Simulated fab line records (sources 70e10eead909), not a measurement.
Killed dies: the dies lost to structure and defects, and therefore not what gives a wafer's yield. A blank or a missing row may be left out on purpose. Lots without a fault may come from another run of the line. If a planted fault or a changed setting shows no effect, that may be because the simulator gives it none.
fab line records    flow nand-harc
record: lots: 10  wafers: 30  last-day: 24
route steps=1159 shown A_CONTACT@863 END@1159
lots untouched by any fault: they come from a run of this same line in which no faults occurred
start-h: the number of hours between the record's first day and the start of the first shown wafer of the lot    wait-h: hours from the lot's prior step to this one    " the same as in the row above    L1.1+2: several wafers, shown together as one row    - either no value or no given start    * or withheld: withheld    < > ~ a bound
route shown NAME@n: a module of which the file shows steps, and the number in the route of the first    usual: mean and standard deviation over wafers with no fault    same: alike in all rows    chamber/n: place in a boat    sites: the reading at each site    _std_site: the standard deviation of these    _edge_site: the outer-site mean with the inner-site mean subtracted    radius-mm: how far each site lies from the wafer's centre    mask NAME#n: copy n    behind: the tool/chamber that last shaped the wafer    hold: why the lot went on hold/how many hours it stayed there/how the hold came to an end    device: the transistor (n, p or np) that didn't switch    end of line: tests of these same wafers at the route's end    a step given without rows: its recipe and nothing more    killed: count of dies lost to structure and defects at first sort (not the wafer's yield)    map: a wafer's dies, marking killed ones x, the rest . and places with no die _
set.NAME: the run value of the setting; set.NAME@STEP: its run value at that earlier step    model.NAME: the simulator's own value behind a step, which no gauge read
route steps across a sampled set of lots; one table per step, one row per wafer
services: when a tool's chamber went out of use (start-h, in hours from the record's first day, below 0 if earlier), for how many hours, and the reason
== steps ==
step: NHARC_A_CONTACT_ETCH_112
recipe: source-w: withheld  pressure-mtorr: 20  bias-v: 3000  time-s: 94  target-depth-a: 9220  ar-flow-sccm: withheld  c4f8-flow-sccm: withheld  o2-flow-sccm: withheld  chemistry: C4F8/O2/Ar
usual: run-length-s: 94/0
lot.wafer  tool             chamber  start-h  wait-h  rf-hours-counter-h  run-length-s
L339.1     har-cap-etch-01  1        368.22   0.2     56                  94
L339.4     "                1        "        "       -                   94
L339.5     "                1        "        "       -                   94
L338.2     har-cap-etch-01  0        372.27   0.2     57                  94
L338.1     "                1        "        "       57                  94
L338.5     "                1        "        "       -                   94
L340.1     har-cap-etch-02  0        388.34   0.2     12                  94
L340.4     "                1        "        "       -                   94
L340.6     "                1        "        "       -                   94
L347.1     har-cap-etch-03  0        430.49   0.2     91                  94
L347.2     "                1        "        "       91                  94
L347.3     "                0        "        "       -                   94
L350.1     har-cap-etch-01  0        447.04   0.2     67                  94
L350.2     "                1        "        "       67                  94
L350.3     "                0        "        "       -                   94
L355.1     har-cap-etch-02  1        459.53   0.2     24                  94
L355.3     "                1        "        "       -                   94
L355.5     "                0        "        "       -                   94
L354.4     har-cap-etch-01  0        460.06   0.1     -                   94
L354.5     "                0        "        "       -                   94
L354.6     "                1        "        "       -                   94
L360.2     har-cap-etch-02  0        501.11   0.2     30                  94
L360.3     "                0        "        "       -                   94
L360.4     "                1        "        "       -                   94
L358.4     har-cap-etch-03  1        510.38   0.1     -                   94
L358.3     "                0        "        "       -                   94
L358.6     "                0        "        "       -                   94
L361.1     har-cap-etch-02  1        512.29   0.1     33                  94
L361.4     "                1        "        "       -                   94
L361.5     "                1        "        "       -                   94
step: NHARC_A_CONTACT_ETCH_90
recipe: target-depth-a: 400  over-etch-frac: 0.5  time-s: 85.7  ion-energy-ev: 120  ch3f-flow-sccm: 50  o2-flow-sccm: 30  ar-flow-sccm: 200  rf-w: 500  bias-w: 100  chemistry: CH3F/O2
usual: drypump-motor-current-A: 5.7/0.38  o2-flow-sccm: 30.00/0.092  oes-product-au: 0.96/0.036  rf-vpp-V: 244.3/2  run-length-s: 107.2/0.41  showerhead-plenum-p-Torr: 2.46/0.13  throttle-valve-pct: 20.663/0.0091
lot.wafer  tool         chamber  start-h  wait-h  drypump-motor-current-A  o2-flow-sccm  oes-product-au  rf-hours-counter-h  rf-vpp-V  run-length-s  showerhead-plenum-p-Torr  throttle-valve-pct
L339.4     rie-diel-13  3        369.83   0.5     5.4                      30.14         0.99            30                  244.8     107.3         2.40                      20.662
L339.1     "            0        "        "       5.5                      29.94         1.01            29                  244.0     107.1         2.44                      20.678
L339.5     "            3        "        "       5.4                      29.99         1.00            -                   243.5     107.1         2.40                      20.651
L338.2     rie-diel-01  1        373.89   0.6     5.8                      30.08         0.97            17                  242.7     107.1         2.34                      20.648
L338.1     "            2        "        "       6.3                      30.04         0.96            20                  245.0     106.9         2.52                      20.671
L338.5     "            0        "        "       5.4                      30.03         0.96            -                   242.2     107.7         2.32                      20.668
L340.4     rie-diel-07  0        390.31   0.4     5.0                      30.09         0.92            30                  246.7     107.4         2.60                      20.678
L340.1     "            1        "        "       5.7                      29.99         0.92            34                  244.4     107.9         2.51                      20.659
L340.6     "            1        "        "       5.7                      30.13         0.93            -                   244.4     108.1         2.51                      20.668
L347.3     rie-diel-07  3        432.54   0.5     6.1                      30.18         1.01            3                   242.1     107.7         2.28                      20.664
L347.1     "            0        "        "       5.0                      29.87         1.01            3                   246.2     107.2         2.60                      20.663
L347.2     "            1        "        "       5.7                      30.12         1.00            3                   244.9     107.9         2.51                      20.684
L350.2     rie-diel-01  3        448.68   0.5     5.5                      29.80         0.93            50                  245.3     106.5         2.45                      20.648
L350.1     "            2        "        "       6.3                      29.96         0.94            46                  245.4     107.4         2.51                      20.660
L350.3     "            3        "        "       5.5                      29.80         0.93            -                   244.1     106.7         2.45                      20.652
L355.3     rie-diel-07  2        461.14   0.5     5.5                      30.11         0.93            9                   248.3     106.7         2.66                      20.671
L355.1     "            3        "        "       6.1                      29.94         0.93            10                  242.1     107.6         2.28                      20.654
L355.5     "            1        "        "       5.7                      29.96         0.93            -                   245.7     107.4         2.51                      20.669
L354.4     rie-diel-07  2        461.64   0.5     5.5                      30.02         0.93            9                   246.3     106.5         2.66                      20.660
L354.5     "            1        "        "       5.7                      29.97         0.93            -                   244.9     107.6         2.50                      20.683
L354.6     "            2        "        "       5.5                      29.98         0.93            -                   246.8     107.2         2.66                      20.670
L360.4     rie-diel-13  2        502.73   0.4     5.6                      30.08         0.94            16                  246.7     106.8         2.63                      20.677
L360.2     "            3        "        "       5.4                      29.93         0.93            15                  244.0     106.9         2.38                      20.655
L360.3     "            0        "        "       5.5                      30.05         0.92            16                  242.5     107.1         2.42                      20.651
L358.3     rie-diel-01  2        511.94   0.4     6.3                      30.06         1.00            4                   244.4     106.5         2.50                      20.642
L358.4     "            1        "        "       5.8                      29.93         1.01            4                   241.8     107.2         2.33                      20.669
L358.6     "            2        "        "       6.3                      29.97         1.00            -                   243.3     106.8         2.50                      20.672
L361.4     rie-diel-01  0        513.90   0.4     5.4                      30.04         0.99            5                   241.9     107.4         2.30                      20.660
L361.1     "            2        "        "       6.3                      30.02         1.00            5                   245.2     106.5         2.50                      20.673
L361.5     "            1        "        "       5.8                      29.97         1.00            -                   243.0     107.9         2.33                      20.648
step: NHARC_A_CONTACT_CD_MEAS_53
usual: cd-nm: 189.5/0.92
lot.wafer  tool       chamber  start-h  wait-h  cd-nm
L339.1     cd-sem-01  -        370.03   -       190.0
L339.4     "          -        "        "       189.9
L339.5     "          -        "        "       190.0
L338.1     cd-sem-03  -        374.08   -       188.1
L338.2     "          -        "        "       187.5
L338.5     "          -        "        "       187.9
L340.1     cd-sem-02  -        390.53   -       190.6
L340.4     "          -        "        "       190.4
L340.6     "          -        "        "       190.3
L347.1     cd-sem-03  -        432.75   -       190.5
L347.2     "          -        "        "       190.5
L347.3     "          -        "        "       190.1
L350.1     cd-sem-03  -        449.00   0.1     187.2
L350.2     "          -        "        "       187.3
L350.3     "          -        "        "       187.1
L355.1     cd-sem-03  -        461.37   -       190.2
L355.3     "          -        "        "       190.2
L355.5     "          -        "        "       190.2
L354.4     cd-sem-03  -        461.88   -       189.7
L354.5     "          -        "        "       189.8
L354.6     "          -        "        "       189.9
L360.2     cd-sem-02  -        502.93   -       189.4
L360.3     "          -        "        "       189.8
L360.4     "          -        "        "       189.8
L358.3     cd-sem-01  -        512.23   -       188.7
L358.4     "          -        "        "       188.8
L358.6     "          -        "        "       189.6
L361.1     cd-sem-02  -        514.15   -       189.3
L361.4     "          -        "        "       189.6
L361.5     "          -        "        "       189.3
step: NHARC_A_CONTACT_ETCH_102
recipe: target-depth-a: 700  overetch-a: 70  time-s: 38.5  ion-energy-ev: 100  cf4-flow-sccm: 80  o2-flow-sccm: 20  ar-flow-sccm: 0  rf-w: 300  bias-w: 100  chemistry: CF4/O2
usual: cf4-flow-sccm: 80.02/0.26  drypump-motor-current-A: 5.7/0.38  o2-flow-sccm: 20.01/0.061  oes-product-au: 1.002/0.0076  rf-vpp-V: 197.8/1.8  run-length-s: 60.0/0.43  showerhead-plenum-p-Torr: 1.34/0.074  throttle-valve-pct: 13.396/0.0083
lot.wafer  tool         chamber  start-h  wait-h  cf4-flow-sccm  drypump-motor-current-A  o2-flow-sccm  oes-product-au  rf-hours-counter-h  rf-vpp-V  run-length-s  showerhead-plenum-p-Torr  throttle-valve-pct
L339.1     rie-diel-13  1        370.33   0.1     79.79          6.3                      19.94         1.002           32                  196.9     59.7          1.26                      13.407
L339.4     "            3        "        "       79.45          5.4                      20.03         1.002           30                  196.5     59.8          1.30                      13.395
L339.5     "            1        "        "       79.90          6.3                      20.04         1.003           -                   196.8     59.9          1.26                      13.396
L338.1     rie-diel-01  3        374.38   0.0     80.01          5.5                      19.96         0.998           20                  199.5     59.3          1.34                      13.399
L338.2     "            1        "        "       79.88          5.8                      19.99         1.006           17                  195.9     60.5          1.27                      13.387
L338.5     "            3        "        "       79.98          5.5                      19.99         0.988           -                   198.4     59.7          1.34                      13.392
L340.4     rie-diel-07  0        390.83   0.1     80.44          5.0                      19.93         1.006           30                  200.3     60.2          1.41                      13.391
L340.1     "            3        "        "       80.12          6.1                      19.97         1.000           31                  195.3     60.4          1.24                      13.379
L340.6     "            0        "        "       80.59          5.0                      20.02         1.012           -                   200.9     60.0          1.41                      13.395
L347.1     rie-diel-07  1        433.05   0.1     79.90          5.7                      19.99         0.998           3                   198.2     60.2          1.36                      13.387
L347.2     "            2        "        "       79.91          5.5                      19.89         1.002           3                   200.4     55.5          1.45                      13.399
L347.3     "            3        "        "       79.98          6.1                      20.09         1.006           3                   194.2     60.2          1.24                      13.398
L350.3     rie-diel-07  3        449.72   0.4     80.26          6.1                      20.02         0.995           6                   194.6     60.2          1.24                      13.398
L350.1     "            0        "        "       80.28          5.0                      20.02         1.006           6                   198.0     60.1          1.41                      13.386
L350.2     "            2        "        "       80.10          5.5                      20.08         0.985           5                   200.7     55.6          1.45                      13.391
L355.1     rie-diel-01  3        461.77   0.1     80.12          5.6                      20.01         1.003           59                  198.1     59.3          1.33                      13.396
L355.3     "            0        "        "       80.30          5.4                      19.99         1.011           54                  196.0     60.2          1.25                      13.383
L355.5     "            3        "        "       80.34          5.5                      19.94         1.007           -                   197.1     59.4          1.33                      13.394
L354.4     rie-diel-13  2        462.41   0.1     79.84          5.7                      19.98         1.005           -                   198.7     59.4          1.43                      13.390
L354.6     "            3        "        "       79.59          5.4                      19.92         0.991           -                   197.0     59.7          1.30                      13.402
L354.5     "            1        "        "       79.96          6.3                      20.07         1.007           -                   195.3     59.8          1.25                      13.399
L360.3     rie-diel-13  1        503.26   0.1     80.00          6.3                      20.02         0.991           16                  195.2     60.6          1.25                      13.396
L360.2     "            2        "        "       80.66          5.6                      20.05         1.004           16                  199.1     59.3          1.43                      13.400
L360.4     "            3        "        "       79.25          5.4                      20.00         0.993           15                  196.8     59.8          1.29                      13.410
L358.3     rie-diel-01  3        512.85   0.2     79.99          5.5                      19.96         1.008           5                   197.0     59.3          1.33                      13.392
L358.4     "            1        "        "       79.96          5.8                      19.84         0.995           5                   197.0     60.3          1.26                      13.383
L358.6     "            3        "        "       79.93          5.5                      19.97         1.006           -                   199.4     59.9          1.33                      13.400
L361.4     rie-diel-13  3        514.67   0.1     80.08          5.4                      19.99         1.000           19                  196.8     60.6          1.29                      13.387
L361.1     "            0        "        "       79.86          5.5                      19.98         1.003           20                  197.2     59.9          1.31                      13.400
L361.5     "            2        "        "       79.76          5.6                      20.05         1.017           -                   199.3     59.5          1.43                      13.392
step: NHARC_END_SORT_01
recipe: temp-c: 25
usual: killed-at-array: 26/8.6  killed-at-other: 0.7/0.97  killed-at-periphery: 3.2/2.2  killed-dies: 30/8.9  killed-open: 3.1/1.8  killed-short: 2.2/1.8
same: gross-dies: 677
lot.wafer  tool       chamber  start-h  wait-h  killed-at-array  killed-at-other  killed-at-periphery  killed-dies  killed-open  killed-short
L347.1     prober-01  0        501.53   2.5     19               3                4                    26           2            3
L347.2     prober-01  0        502.35   2.8     468              6                4                    478          3            0
L347.3     prober-01  0        503.17   3.1     27               1                4                    32           2            1
L350.1     prober-01  0        512.19   2.5     31               2                2                    35           5            1
L350.2     prober-01  0        513.00   2.8     468              1                3                    472          1            2
L350.3     prober-01  0        513.81   3.1     28               1                7                    36           3            4
killed by level:class
L347.1 A_CHANNEL_HOLE_D1:chamber-film-flake=11 A_STAIRCASE:chamber-film-flake=4 THIN_TSV:chamber-film-flake=3 A_CONTACT:geometric-particle:short=2 P_M0:chamber-film-flake=2 P_M0:geometric-particle:open=1 P_M2:geometric-particle:short=1 A_CHANNEL_HOLE_D1:geometric-particle:open=1
L347.2 A_CONTACT:area-etch=437 A_CHANNEL_HOLE_D1:chamber-film-flake=17 A_STAIRCASE:chamber-film-flake=7 THIN_TSV:chamber-film-flake=6 A_CONTACT:chamber-film-flake=4 A_CONTACT:geometric-particle:open=2 P_GATE:chamber-film-flake=2 P_M0:chamber-film-flake=2
L347.3 A_CHANNEL_HOLE_D1:chamber-film-flake=19 A_STAIRCASE:chamber-film-flake=4 A_CONTACT:chamber-film-flake=2 P_M0:geometric-particle:open=1 A_WL_FILL:geometric-particle:short=1 A_BLC:geometric-particle:open=1 P_GATE:chamber-film-flake=1 P_M0:chamber-film-flake=1
L350.1 A_SLIT:chamber-film-flake=13 A_CONTACT:chamber-film-flake=6 A_STAIRCASE:chamber-film-flake=4 P_ZERO_WELL:chamber-film-flake=2 A_CHANNEL_HOLE_D1:chamber-film-flake=2 A_SGD_CUT:geometric-particle:open=1 A_WL_FILL:geometric-particle:open=1 A_WL_FILL:geometric-particle:short=1
L350.2 A_CONTACT:area-etch=435 A_SLIT:chamber-film-flake=21 A_STAIRCASE:chamber-film-flake=6 A_CHANNEL_HOLE_D1:chamber-film-flake=2 A_CONTACT:chamber-film-flake=2 P_M0:geometric-particle:short=1 P_M0:geometric-particle:open=1 A_CHANNEL_HOLE_D1:geometric-particle:short=1
L350.3 A_SLIT:chamber-film-flake=12 A_STAIRCASE:chamber-film-flake=6 A_CHANNEL_HOLE_D1:chamber-film-flake=4 P_ZERO_WELL:chamber-film-flake=3 A_CHANNEL_FILL_D1:geometric-particle:short=2 P_STI:geometric-particle:short=1 P_STI:geometric-particle:open=1 P_M2:geometric-particle:open=1
== services ==
tool             chamber  start-h  hours  kind
rie-diel-13      -        346.60   0.4    repair
rie-diel-01      0        348.30   -      clean
rie-diel-01      1        348.30   -      clean
rie-diel-01      2        348.30   -      clean
rie-diel-01      3        348.30   -      clean
rie-diel-07      0        359.75   -      clean
rie-diel-07      1        359.75   -      clean
rie-diel-07      2        359.75   -      clean
rie-diel-07      3        359.75   -      clean
har-cap-etch-01  -        364.05   0.2    repair
rie-diel-01      0        372.81   -      clean
rie-diel-01      1        372.81   -      clean
rie-diel-01      2        372.81   -      clean
rie-diel-01      3        372.81   -      clean
rie-diel-07      0        380.10   8.9    repair
rie-diel-07      1        384.25   -      clean
rie-diel-07      2        384.25   -      clean
rie-diel-07      3        384.25   -      clean
rie-diel-01      0        398.13   -      clean
rie-diel-07      -        405.25   9.0    pm
rie-diel-01      1        434.38   29.7   repair
rie-diel-01      0        443.72   6.3    repair
rie-diel-13      -        453.14   9.0    pm
rie-diel-01      -        491.87   9.0    pm
== key ==
first-sign: step: NHARC_A_CONTACT_ETCH_102  reading: run-length-s  direction: down  sigmas: 10  usual: *  struck: *
effect: step: NHARC_END_SORT_01  reading: killed-at-array  direction: up  sigmas: 51  usual: 26  struck: 468
more-kills-born-at: NHARC_A_CONTACT_ETCH_102@rie-diel-07: 872
met-at NHARC_A_CONTACT_ETCH_102
struck-lots L347,L350
struck-wafers L347.2,L350.2
later-rows-left-out L347.2,L350.2
tester-left-out L347,L350
not-acting-at NHARC_A_CONTACT_ETCH_112,NHARC_A_CONTACT_ETCH_90,NHARC_A_CONTACT_CD_MEAS_53
onset-between 390.83 433.05
fault: kind: process-parameter-drift  tool: rie-diel-07  chamber: -  onset-h: 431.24  steps: NHARC_A_CONTACT_ETCH_102  channel: time-s  offset: *  shape: step  end-h: 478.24  scope: struck-wafers-only  acts-in: *  stated: *
tester-left-out: of these lots the tester's yield and bins aren't shown, on N5 and GAA mostly nor the transistor test; their killed dies are dies lost to structure and defects alone, not to doping, threshold or leakage, so they don't give the yield
later-rows-left-out: the simulator's readings of these wafers behind a module that went badly wrong aren't trusted and aren't shown, but for the sort
